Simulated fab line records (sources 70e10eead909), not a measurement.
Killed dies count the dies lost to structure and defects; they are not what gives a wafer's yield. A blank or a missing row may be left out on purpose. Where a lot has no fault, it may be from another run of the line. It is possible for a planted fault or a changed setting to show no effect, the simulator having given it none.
Which tool is to blame? | flow nand_harc | 20 lots, 60 wafers sampled, at 6 steps of a route of 1302

== WHAT THE GAUGES SHOWED, per wafer ==
Not one reading of a measure or inspect step in the record can be checked against a usual standard deviation.

== EACH LOT AND THE TOOL THAT RAN IT (in order: tool; ch and the chambers of the sampled wafers; start) ==
lot  | NHARC_A_STAIRCASE_ETCH_271         | NHARC_A_STAIRCASE_ETCH_452                    | NHARC_A_STAIRCASE_ETCH_313         | NHARC_A_STAIRCASE_STRIP_476        | NHARC_A_STAIRCASE_DEP_325       | NHARC_A_STAIRCASE_CMP_152
L074 | rie_diel-03 ch 0,1,2, day 16 22:58 | rie_diel-11 ch 0,2,3, day 17 10:14 or earlier | rie_diel-11 ch 0,2,3, day 17 10:14 | rie_diel-03 ch 1,2,3, day 17 14:20 | pecvd-03 ch 0,1,2, day 18 23:59 | cmp-02 ch 0,1,2, day 19 18:25
L076 | rie_diel-03 ch 0,1, day 17 07:00   | rie_diel-11 ch 1,2, day 17 19:15 or earlier   | rie_diel-03 ch 0,1,3, day 17 19:15 | rie_diel-11 ch 0,2,3, day 18 00:34 | pecvd-01 ch 0,1,2, day 19 09:11 | cmp-02 ch 0,1, day 19 22:08
L075 | rie_diel-02 ch 0,1, day 17 08:36   | rie_diel-11 ch 0,2,3, day 18 01:20 or earlier | rie_diel-02 ch 0,1,3, day 18 01:20 | rie_diel-03 ch 0,1,2, day 18 06:43 | pecvd-04 ch 1,2, day 19 09:06   | cmp-04 ch 0,1,3, day 19 23:01
L077 | rie_diel-11 ch 0,2,3, day 17 19:32 | rie_diel-03 ch 0,2,3, day 18 06:59 or earlier | rie_diel-11 ch 0,2,3, day 18 06:59 | rie_diel-02 ch 1,2,3, day 18 10:55 | pecvd-01 ch 0,1,2, day 19 19:04 | cmp-02 ch 0,1,2, day 20 08:20
L078 | rie_diel-03 ch 0,1,3, day 18 13:35 | rie_diel-03 ch 0,1,3, day 19 01:28 or earlier | rie_diel-02 ch 0,2,3, day 19 01:28 | rie_diel-02 ch 0,2,3, day 19 05:28 | pecvd-03 ch 0,1, day 20 08:52   | cmp-01 ch 0,2,3, day 20 22:40
L079 | rie_diel-11 ch 0,3, day 18 21:32   | rie_diel-03 ch 0,1,3, day 19 10:05 or earlier | rie_diel-11 ch 1,2, day 19 10:05   | rie_diel-11 ch 1,2,3, day 19 14:20 | pecvd-04 ch 0,1,2, day 20 19:03 | cmp-02 ch 0,1,2, day 21 08:44
L080 | rie_diel-02 ch 0,3, day 19 19:05   | rie_diel-11 ch 0,1,3, day 20 07:52 or earlier | rie_diel-11 ch 1,2,3, day 20 07:52 | rie_diel-11 ch 0,1, day 20 12:01   | pecvd-04 ch 0,1,2, day 21 17:01 | cmp-01 ch 0,3, day 22 08:41
L081 | rie_diel-03 ch 0,1,3, day 20 01:34 | rie_diel-02 ch 0,1,3, day 20 15:44 or earlier | rie_diel-03 ch 0,1,2, day 20 15:44 | rie_diel-11 ch 1,2,3, day 20 19:45 | pecvd-01 ch 0,1, day 22 05:28   | cmp-01 ch 0,1,2, day 22 21:41
L084 | rie_diel-02 ch 1,2,3, day 20 15:16 | rie_diel-02 ch 1,2, day 21 03:11 or earlier   | rie_diel-11 ch 1,3, day 21 03:11   | rie_diel-02 ch 0,2,3, day 21 07:29 | pecvd-01 ch 0,2, day 22 15:16   | cmp-04 ch 0,1, day 23 05:35
L082 | rie_diel-02 ch 0,1, day 20 15:32   | rie_diel-02 ch 1,2, day 21 05:02 or earlier   | rie_diel-11 ch 0,1,3, day 21 05:02 | rie_diel-02 ch 1,2,3, day 21 09:13 | pecvd-03 ch 1,2, day 22 15:10   | cmp-01 ch 0,2,3, day 23 05:40
L083 | rie_diel-11 ch 0,2,3, day 20 20:56 | rie_diel-03 ch 0,1,3, day 21 10:48 or earlier | rie_diel-03 ch 1,3, day 21 10:48   | rie_diel-11 ch 0,2,3, day 21 14:58 | pecvd-04 ch 0,1, day 22 15:05   | cmp-01 ch 1,2,3, day 23 08:33
L086 | rie_diel-11 ch 1,2,3, day 21 07:24 | rie_diel-03 ch 1,3, day 21 20:43 or earlier   | rie_diel-03 ch 2,3, day 21 20:43   | rie_diel-03 ch 1,2,3, day 22 00:40 | pecvd-03 ch 1,2, day 23 02:44   | cmp-02 ch 2,3, day 23 16:58
L085 | rie_diel-11 ch 1,2,3, day 21 16:37 | rie_diel-11 ch 0,1,3, day 22 05:20 or earlier | rie_diel-02 ch 1,2,3, day 22 05:20 | rie_diel-11 ch 0,1,2, day 22 09:16 | pecvd-03 ch 1,2, day 23 12:50   | cmp-01 ch 0,1,2, day 24 02:55
L088 | rie_diel-11 ch 1,2,3, day 23 01:05 | rie_diel-11 ch 1,2,3, day 23 16:23 or earlier | rie_diel-02 ch 0,1, day 23 16:23   | rie_diel-11 ch 1,2,3, day 23 20:19 | pecvd-04 ch 0,1,2, day 24 23:23 | cmp-01 ch 1,2,3, day 25 13:27
L089 | rie_diel-03 ch 0,2,3, day 23 03:31 | rie_diel-03 ch 0,1,2, day 23 17:07 or earlier | rie_diel-11 ch 1,3, day 23 17:07   | rie_diel-02 ch 1,2, day 23 22:10   | pecvd-01 ch 0,1, day 24 23:13   | cmp-04 ch 0,3, day 25 13:46
L091 | rie_diel-02 ch 1,2,3, day 23 11:27 | rie_diel-03 ch 0,1,3, day 24 00:43 or earlier | rie_diel-11 ch 1,2,3, day 24 00:43 | rie_diel-03 ch 0,1,3, day 24 05:43 | pecvd-03 ch 0,1,2, day 25 09:59 | cmp-04 ch 0,1,3, day 26 00:30
L092 | rie_diel-02 ch 0,1,3, day 23 22:46 | rie_diel-02 ch 1,2,3, day 24 12:29 or earlier | rie_diel-11 ch 0,1,2, day 24 12:29 | rie_diel-11 ch 1,2, day 24 16:25   | pecvd-04 ch 1,2, day 25 21:21   | cmp-02 ch 1,2,3, day 26 12:30
L094 | rie_diel-03 ch 2,3, day 25 00:02   | rie_diel-11 ch 0,1,3, day 25 18:07 or earlier | rie_diel-11 ch 0,3, day 25 18:07   | rie_diel-11 ch 1,2, day 25 22:25   | pecvd-03 ch 0,1,2, day 27 06:23 | cmp-01 ch 0,3, day 27 20:13
L096 | rie_diel-11 ch 1,2,3, day 25 11:44 | rie_diel-11 ch 0,2,3, day 26 05:06 or earlier | rie_diel-11 ch 2,3, day 26 05:06   | rie_diel-11 ch 1,2,3, day 26 09:28 | pecvd-01 ch 0,2, day 27 17:13   | cmp-01 ch 0,2,3, day 28 07:25
L095 | rie_diel-11 ch 1,2, day 25 11:47   | rie_diel-11 ch 0,2,3, day 26 06:50 or earlier | rie_diel-02 ch 0,2, day 26 06:50   | rie_diel-02 ch 0,1,3, day 26 14:31 | pecvd-03 ch 0,1, day 27 17:18   | cmp-02 ch 0,3, day 28 07:19
- NHARC_A_STAIRCASE_ETCH_271: etches the open film in CF4/CHF3.
- NHARC_A_STAIRCASE_ETCH_452: etches the open film in CF4/O2, target depth 30 nm, overetch 3 nm, time 16.5 s.
- NHARC_A_STAIRCASE_ETCH_313: etches the open film in CF4/CHF3.
- NHARC_A_STAIRCASE_STRIP_476: strips in O2, time 20 s.
- NHARC_A_STAIRCASE_DEP_325: deposits SiO2, target thk 7200 nm.
- NHARC_A_STAIRCASE_CMP_152: polishes.

== WHAT THE TOOLS THEMSELVES READ (means of the sampled wafers that have a number; where no wafer has one, the mark that the record gives instead) ==
NHARC_A_STAIRCASE_ETCH_271. Usual: for bias_w, 200.0 W with a standard deviation of 0.61; for cf4_flow_sccm, 99.98 sccm with a standard deviation of 0.3; for drypump_motor_current_A, 5.6 A with a standard deviation of 0.42; for oes_product_au, 0.942 a.u. with a standard deviation of 0.019; for rf_vpp_V, 369.4 V with a standard deviation of 2.2; for showerhead_plenum_p_Torr, 1.54 Torr with a standard deviation of 0.059; for throttle_valve_pct, 16.801 % with a standard deviation of 0.0089.
lot  | tool        | bias_w (W) | cf4_flow_sccm (sccm) | drypump_motor_current_A (A) | oes_product_au (a.u.) | rf_vpp_V (V) | showerhead_plenum_p_Torr (Torr) | throttle_valve_pct (%) | flag
L074 | rie_diel-03 | 199.8      | 99.84                | 5.8                         | 0.938                 | 368.9        | 1.54                            | 16.802                 |
L076 | rie_diel-03 | 200.4      | 100.01               | 5.9                         | 0.911                 | 367.6        | 1.50                            | 16.802                 |
L075 | rie_diel-02 | 199.9      | 99.87                | 5.8                         | 0.942                 | 373.2        | 1.66                            | 16.798                 |
L077 | rie_diel-11 | 199.7      | 100.02               | 5.8                         | 0.927                 | 369.0        | 1.52                            | 16.792                 |
L078 | rie_diel-03 | 200.0      | 100.07               | 5.6                         | 0.911                 | 368.7        | 1.53                            | 16.803                 |
L079 | rie_diel-11 | 200.0      | 100.11               | 6.0                         | 0.940                 | 367.5        | 1.51                            | 16.799                 |
L080 | rie_diel-02 | 200.6      | 99.96                | 5.2                         | 0.963                 | 370.3        | 1.57                            | 16.804                 |
L081 | rie_diel-03 | 200.5      | 99.91                | 5.6                         | 0.953                 | 369.0        | 1.52                            | 16.797                 |
L084 | rie_diel-02 | 200.0      | 99.99                | 5.5                         | 0.923                 | 371.1        | 1.59                            | 16.802                 |
L082 | rie_diel-02 | 200.0      | 100.28               | 5.5                         | 0.944                 | 371.8        | 1.61                            | 16.797                 |
L083 | rie_diel-11 | 200.4      | 100.05               | 5.9                         | 0.971                 | 368.2        | 1.51                            | 16.795                 |
L086 | rie_diel-11 | 200.4      | 100.04               | 5.6                         | 0.954                 | 367.8        | 1.49                            | 16.806                 |
L085 | rie_diel-11 | 199.8      | 100.05               | 5.6                         | 0.932                 | 367.2        | 1.49                            | 16.792                 |
L088 | rie_diel-11 | 199.8      | 99.99                | 5.6                         | 0.933                 | 367.9        | 1.49                            | 16.798                 |
L089 | rie_diel-03 | 200.2      | 100.24               | 5.6                         | 0.929                 | 369.4        | 1.55                            | 16.798                 |
L091 | rie_diel-02 | 200.0      | 100.15               | 5.4                         | 0.925                 | 371.3        | 1.58                            | 16.790                 |
L092 | rie_diel-02 | 200.5      | 99.93                | 5.5                         | 0.953                 | 371.8        | 1.59                            | 16.808                 |
L094 | rie_diel-03 | 200.1      | 100.08               | 5.4                         | 0.948                 | 369.7        | 1.55                            | 16.800                 |
L096 | rie_diel-11 | 200.1      | 99.89                | 5.6                         | 0.938                 | 366.8        | 1.48                            | 16.798                 |
L095 | rie_diel-11 | 199.6      | 100.05               | 5.4                         | 0.946                 | 366.9        | 1.48                            | 16.797                 |

NHARC_A_STAIRCASE_ETCH_452. Usual: for bias_w, 99.98 W with a standard deviation of 0.29; for cf4_flow_sccm, 79.99 sccm with a standard deviation of 0.23; for drypump_motor_current_A, 5.6 A with a standard deviation of 0.42; for oes_product_au, 0.997 a.u. with a standard deviation of 0.01; for rf_vpp_V, 197.4 V with a standard deviation of 1.4; for showerhead_plenum_p_Torr, 1.31 Torr with a standard deviation of 0.054; for throttle_valve_pct, 13.397 % with a standard deviation of 0.0094.
lot  | tool        | bias_w (W) | cf4_flow_sccm (sccm) | drypump_motor_current_A (A) | oes_product_au (a.u.) | rf_vpp_V (V) | showerhead_plenum_p_Torr (Torr) | throttle_valve_pct (%) | flag
L074 | rie_diel-11 | 100.00     | 79.90                | 5.8                         | 1.004                 | 196.8        | 1.28                            | 13.395                 |
L076 | rie_diel-11 | 99.97      | 79.88                | 5.5                         | 0.995                 | 195.7        | 1.25                            | 13.401                 |
L075 | rie_diel-11 | 100.10     | 79.98                | 5.9                         | 0.999                 | 196.3        | 1.28                            | 13.393                 |
L077 | rie_diel-03 | 99.74      | 80.01                | 5.6                         | 0.984                 | 198.2        | 1.33                            | 13.398                 |
L078 | rie_diel-03 | 99.70      | 80.15                | 5.7                         | 0.988                 | 197.7        | 1.29                            | 13.393                 |
L079 | rie_diel-03 | 100.19     | 80.02                | 5.6                         | 0.990                 | 198.0        | 1.29                            | 13.395                 |
L080 | rie_diel-11 | 99.86      | 80.09                | 5.9                         | 1.005                 | 197.0        | 1.27                            | 13.401                 |
L081 | rie_diel-02 | 100.04     | 79.89                | 5.5                         | 0.987                 | 198.5        | 1.36                            | 13.400                 |
L084 | rie_diel-02 | 100.20     | 79.81                | 5.8                         | 0.990                 | 199.2        | 1.39                            | 13.389                 |
L082 | rie_diel-02 | 100.14     | 80.05                | 5.4                         | 0.994                 | 198.7        | 1.36                            | 13.392                 |
L083 | rie_diel-03 | 99.94      | 80.05                | 5.7                         | 0.989                 | 198.1        | 1.36                            | 13.397                 |
L086 | rie_diel-03 | 100.11     | 79.72                | 5.5                         | 0.990                 | 199.4        | 1.39                            | 13.397                 |
L085 | rie_diel-11 | 100.22     | 79.72                | 5.9                         | 1.007                 | 196.8        | 1.27                            | 13.399                 |
L088 | rie_diel-11 | 99.84      | 80.11                | 5.6                         | 0.997                 | 196.9        | 1.26                            | 13.408                 |
L089 | rie_diel-03 | 99.95      | 80.07                | 5.8                         | 0.994                 | 197.6        | 1.36                            | 13.395                 |
L091 | rie_diel-03 | 99.98      | 80.31                | 5.7                         | 0.995                 | 197.2        | 1.36                            | 13.392                 |
L092 | rie_diel-02 | 100.11     | 80.04                | 5.5                         | 0.987                 | 198.0        | 1.34                            | 13.398                 |
L094 | rie_diel-11 | 100.36     | 79.98                | 5.9                         | 1.000                 | 196.2        | 1.26                            | 13.402                 |
L096 | rie_diel-11 | 99.73      | 80.00                | 5.8                         | 1.005                 | 197.3        | 1.27                            | 13.392                 |
L095 | rie_diel-11 | 100.12     | 80.11                | 5.8                         | 0.995                 | 196.8        | 1.27                            | 13.398                 |

NHARC_A_STAIRCASE_ETCH_313. Usual: for bias_w, 200.0 W with a standard deviation of 0.63; for cf4_flow_sccm, 100.0 sccm with a standard deviation of 0.3; for drypump_motor_current_A, 5.6 A with a standard deviation of 0.42; for oes_product_au, 0.933 a.u. with a standard deviation of 0.018; for rf_vpp_V, 369.3 V with a standard deviation of 2.3; for showerhead_plenum_p_Torr, 1.53 Torr with a standard deviation of 0.062; for throttle_valve_pct, 16.803 % with a standard deviation of 0.0098.
lot  | tool        | bias_w (W) | cf4_flow_sccm (sccm) | drypump_motor_current_A (A) | oes_product_au (a.u.) | rf_vpp_V (V) | showerhead_plenum_p_Torr (Torr) | throttle_valve_pct (%) | flag
L074 | rie_diel-11 | 200.5      | 99.6                 | 5.8                         | 0.921                 | 369.8        | 1.52                            | 16.796                 |
L076 | rie_diel-03 | 200.2      | 99.9                 | 5.7                         | 0.915                 | 368.8        | 1.53                            | 16.807                 |
L075 | rie_diel-02 | 199.8      | 100.1                | 5.5                         | 0.961                 | 372.2        | 1.61                            | 16.806                 |
L077 | rie_diel-11 | 200.3      | 99.9                 | 5.8                         | 0.922                 | 369.3        | 1.52                            | 16.803                 |
L078 | rie_diel-02 | 200.3      | 99.9                 | 5.1                         | 0.921                 | 370.3        | 1.56                            | 16.811                 |
L079 | rie_diel-11 | 199.0      | 100.6                | 5.5                         | 0.968                 | 366.9        | 1.48                            | 16.806                 |
L080 | rie_diel-11 | 199.8      | 100.2                | 5.6                         | 0.932                 | 367.3        | 1.49                            | 16.800                 |
L081 | rie_diel-03 | 199.7      | 99.8                 | 5.8                         | 0.953                 | 371.7        | 1.62                            | 16.810                 |
L084 | rie_diel-11 | 200.0      | 100.1                | 5.8                         | 0.929                 | 367.5        | 1.49                            | 16.802                 |
L082 | rie_diel-11 | 199.1      | 100.0                | 5.9                         | 0.935                 | 368.1        | 1.50                            | 16.807                 |
L083 | rie_diel-03 | 199.6      | 100.1                | 5.5                         | 0.926                 | 372.7        | 1.65                            | 16.806                 |
L086 | rie_diel-03 | 200.5      | 99.8                 | 5.4                         | 0.925                 | 369.2        | 1.55                            | 16.804                 |
L085 | rie_diel-02 | 199.0      | 100.0                | 5.4                         | 0.914                 | 371.6        | 1.59                            | 16.794                 |
L088 | rie_diel-02 | 199.9      | 100.3                | 5.9                         | 0.912                 | 372.1        | 1.64                            | 16.800                 |
L089 | rie_diel-11 | 199.9      | 100.0                | 5.8                         | 0.935                 | 366.6        | 1.48                            | 16.815                 |
L091 | rie_diel-11 | 199.6      | 100.3                | 5.6                         | 0.927                 | 367.3        | 1.48                            | 16.796                 |
L092 | rie_diel-11 | 200.0      | 99.9                 | 5.7                         | 0.970                 | 368.0        | 1.50                            | 16.804                 |
L094 | rie_diel-11 | 199.8      | 99.9                 | 6.0                         | 0.921                 | 368.0        | 1.50                            | 16.807                 |
L096 | rie_diel-11 | 200.1      | 99.9                 | 5.6                         | 0.929                 | 367.7        | 1.49                            | 16.803                 |
L095 | rie_diel-02 | 200.1      | 99.8                 | 5.0                         | 0.961                 | 370.9        | 1.56                            | 16.805                 |

NHARC_A_STAIRCASE_STRIP_476. Usual: drypump_motor_current_A 5.6 A, standard deviation 0.43; oes_product_au 1.000 a.u., standard deviation 0.01; rf_vpp_V 57.5 V, standard deviation 0.86; showerhead_plenum_p_Torr 3.46 Torr, standard deviation 0.15; throttle_valve_pct 17.035 %, standard deviation 0.0089.
lot  | tool        | drypump_motor_current_A (A) | oes_product_au (a.u.) | rf_vpp_V (V) | showerhead_plenum_p_Torr (Torr) | throttle_valve_pct (%) | flag
L074 | rie_diel-03 | 5.5                         | 0.993                 | 57.7         | 3.42                            | 17.037                 |
L076 | rie_diel-11 | 5.8                         | 1.000                 | 58.0         | 3.41                            | 17.033                 |
L075 | rie_diel-03 | 5.8                         | 0.983                 | 57.2         | 3.44                            | 17.027                 |
L077 | rie_diel-02 | 5.5                         | 0.995                 | 57.6         | 3.58                            | 17.028                 |
L078 | rie_diel-02 | 5.1                         | 0.998                 | 57.8         | 3.50                            | 17.033                 |
L079 | rie_diel-11 | 5.6                         | 1.012                 | 57.0         | 3.35                            | 17.042                 |
L080 | rie_diel-11 | 5.9                         | 1.008                 | 56.5         | 3.33                            | 17.040                 |
L081 | rie_diel-11 | 5.6                         | 1.006                 | 55.7         | 3.34                            | 17.033                 |
L084 | rie_diel-02 | 5.1                         | 1.002                 | 57.9         | 3.49                            | 17.032                 |
L082 | rie_diel-02 | 5.4                         | 1.001                 | 57.4         | 3.56                            | 17.029                 |
L083 | rie_diel-11 | 5.8                         | 1.000                 | 57.6         | 3.39                            | 17.039                 |
L086 | rie_diel-03 | 5.5                         | 1.002                 | 57.8         | 3.58                            | 17.035                 |
L085 | rie_diel-11 | 5.7                         | 0.998                 | 58.4         | 3.37                            | 17.037                 |
L088 | rie_diel-11 | 5.6                         | 1.008                 | 58.1         | 3.33                            | 17.030                 |
L089 | rie_diel-02 | 5.3                         | 0.992                 | 57.3         | 3.58                            | 17.045                 |
L091 | rie_diel-03 | 5.7                         | 0.988                 | 57.0         | 3.58                            | 17.037                 |
L092 | rie_diel-11 | 5.5                         | 1.013                 | 57.7         | 3.30                            | 17.040                 |
L094 | rie_diel-11 | 5.4                         | 1.008                 | 57.4         | 3.33                            | 17.039                 |
L096 | rie_diel-11 | 5.6                         | 1.004                 | 57.7         | 3.50                            | 17.039                 |
L095 | rie_diel-02 | 5.5                         | 1.001                 | 57.8         | 3.55                            | 17.046                 |

NHARC_A_STAIRCASE_DEP_325. Usual: heater_power_outer_w 399 W, standard deviation 91; heater_power_w 692 W, standard deviation 130.
lot  | tool     | heater_power_outer_w (W) | heater_power_w (W) | flag
L074 | pecvd-03 | 401                      | 692                |
L076 | pecvd-01 | 329                      | 634                |
L075 | pecvd-04 | 377                      | 654                |
L077 | pecvd-01 | 439                      | 762                |
L078 | pecvd-03 | 461                      | 809                |
L079 | pecvd-04 | 405                      | 677                |
L080 | pecvd-04 | 391                      | 662                |
L081 | pecvd-01 | 390                      | 700                |
L084 | pecvd-01 | 308                      | 581                |
L082 | pecvd-03 | 426                      | 706                |
L083 | pecvd-04 | 503                      | 803                |
L086 | pecvd-03 | 436                      | 710                |
L085 | pecvd-03 | 424                      | 712                |
L088 | pecvd-04 | 384                      | 647                |
L089 | pecvd-01 | 433                      | 775                |
L091 | pecvd-03 | 457                      | 773                |
L092 | pecvd-04 | 356                      | 632                |
L094 | pecvd-03 | 417                      | 718                |
L096 | pecvd-01 | 315                      | 579                |
L095 | pecvd-03 | 469                      | 820                |

NHARC_A_STAIRCASE_CMP_152. Usual: 11.7 A for motor_current_A, sd 1.
lot  | tool   | motor_current_A (A) | flag
L074 | cmp-02 | 11.1                |
L076 | cmp-02 | 11.7                |
L075 | cmp-04 | 12.6                |
L077 | cmp-02 | 11.7                |
L078 | cmp-01 | 11.8                |
L079 | cmp-02 | 11.4                |
L080 | cmp-01 | 11.9                |
L081 | cmp-01 | 10.9                |
L084 | cmp-04 | 12.8                |
L082 | cmp-01 | 11.6                |
L083 | cmp-01 | 11.3                |
L086 | cmp-02 | 11.2                |
L085 | cmp-01 | 11.2                |
L088 | cmp-01 | 11.2                |
L089 | cmp-04 | 11.5                |
L091 | cmp-04 | 12.3                |
L092 | cmp-02 | 10.9                |
L094 | cmp-01 | 12.1                |
L096 | cmp-01 | 11.7                |
L095 | cmp-02 | 11.8                |

== THE ANSWER, worked out from the rows above alone ==
Rule: lot off if the mean of its wafers having a number is beyond 3 standard deviations from the usual mean. Also off: a lot with no number at a reading for which 4 or more lots have one. Any other lot the step has rows for is counted as sound. After the gauges, taken in route order, come the tools' own readings; for these a lot's mean is taken, as printed above. The first step at which some lot is off is used, and at that step the reading that is off furthest; a lot without a number counts as furthest.
Nothing can be told from this: no lot is off at any reading shown.

== WHAT THE SIMULATOR HAD PUT IN ==
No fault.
